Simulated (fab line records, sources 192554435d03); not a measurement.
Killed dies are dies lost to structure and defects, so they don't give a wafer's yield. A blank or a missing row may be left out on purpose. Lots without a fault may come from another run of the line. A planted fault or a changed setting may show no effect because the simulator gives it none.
Chamber matching | flow n5_finfet | N5_ZERO_LAYER_DESCUM_16 on rie_diel-05: 4 sister chambers
The step chemistry O2, time 7.9 s. 18 wafers are shown with their chamber, then 9 later ones without.

WAFERS WITH THEIR CHAMBER
wafer  | chamber | showerhead_plenum_p_Torr (Torr) | throttle_valve_pct (%) | oes_product_au (a.u.)
L076.2 | 0       | 2.09                            | 20.78                  | 0.73
L076.3 | 2       | 2.15                            | 20.22                  | 0.67
L076.6 | 2       | 2.15                            | 20.21                  | 0.67
L077.3 | 0       | 2.09                            | 20.78                  | 0.73
L077.4 | 2       | 2.15                            | 20.22                  | 0.68
L077.6 | 3       | 2.10                            | 20.85                  | 0.79
L082.2 | 3       | 2.10                            | 20.85                  | 0.78
L082.3 | 1       | 2.13                            | 20.68                  | 0.85
L082.6 | 3       | 2.10                            | 20.86                  | 0.77
L084.1 | 3       | 2.10                            | 20.85                  | 0.78
L084.2 | 0       | 2.09                            | 20.82                  | 0.71
L084.3 | 2       | 2.15                            | 19.82                  | 0.96
L088.1 | 2       | 2.15                            | 19.83                  | 0.93
L088.3 | 0       | 2.08                            | 20.83                  | 0.71
L088.4 | 3       | 2.09                            | 20.88                  | 0.76
L090.2 | 2       | 2.15                            | 19.84                  | 0.92
L090.5 | 2       | 2.15                            | 19.84                  | 0.92
L090.6 | 3       | 2.09                            | 20.88                  | 0.76

SIGNATURES (means of the wafers above)
reading                  | chamber 0 | chamber 1 | chamber 2 | chamber 3 | scatter within a chamber
showerhead_plenum_p_Torr | 2.0875    | 2.1300    | 2.1500    | 2.0967    | 0.00386
throttle_valve_pct       | 20.8025   | 20.6800   | 19.9971   | 20.8617   | 0.135
oes_product_au           | 0.7200    | 0.8500    | 0.8214    | 0.7733    | 0.0916
Rule: a wafer's distance from a chamber is the root of the sum, over the readings, of the square of ((its reading less the chamber's mean) divided by the reading's scatter). The wafer belongs to the nearest chamber; if the next one is less than 2 further off, it can't be placed. The scatter: the root of (the sum of the squares of (reading less its chamber's mean) over the shown wafers, divided by (wafers less chambers)).

WAFERS WITHOUT THEIR CHAMBER
wafer  | showerhead_plenum_p_Torr (Torr) | throttle_valve_pct (%) | oes_product_au (a.u.)
L094.1 | 2.09                            | 20.90                  | 0.75
L094.2 | 2.08                            | 20.83                  | 0.71
L094.6 | 2.12                            | 20.75                  | 0.82
L095.1 | 2.12                            | 20.75                  | 0.82
L095.2 | 2.08                            | 20.82                  | 0.71
L095.4 | 2.08                            | 20.81                  | 0.70
L097.1 | 2.09                            | 20.91                  | 0.75
L097.2 | 2.08                            | 20.84                  | 0.70
L097.5 | 2.08                            | 20.82                  | 0.70

WHICH CHAMBER EACH WENT THROUGH
wafer  | from the rows above     | in truth
L094.1 | can't be placed: 0 or 3 | 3
L094.2 | 0                       | 0
L094.6 | 1                       | 1
L095.1 | 1                       | 1
L095.2 | 0                       | 0
L095.4 | 0                       | 0
L097.1 | can't be placed: 0 or 3 | 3
L097.2 | 0                       | 0
L097.5 | 0                       | 0
Placed correctly: 7 of 9. Can't be placed from these rows: 2 (the true chamber is among the candidates in 2). Placed wrongly: 0.
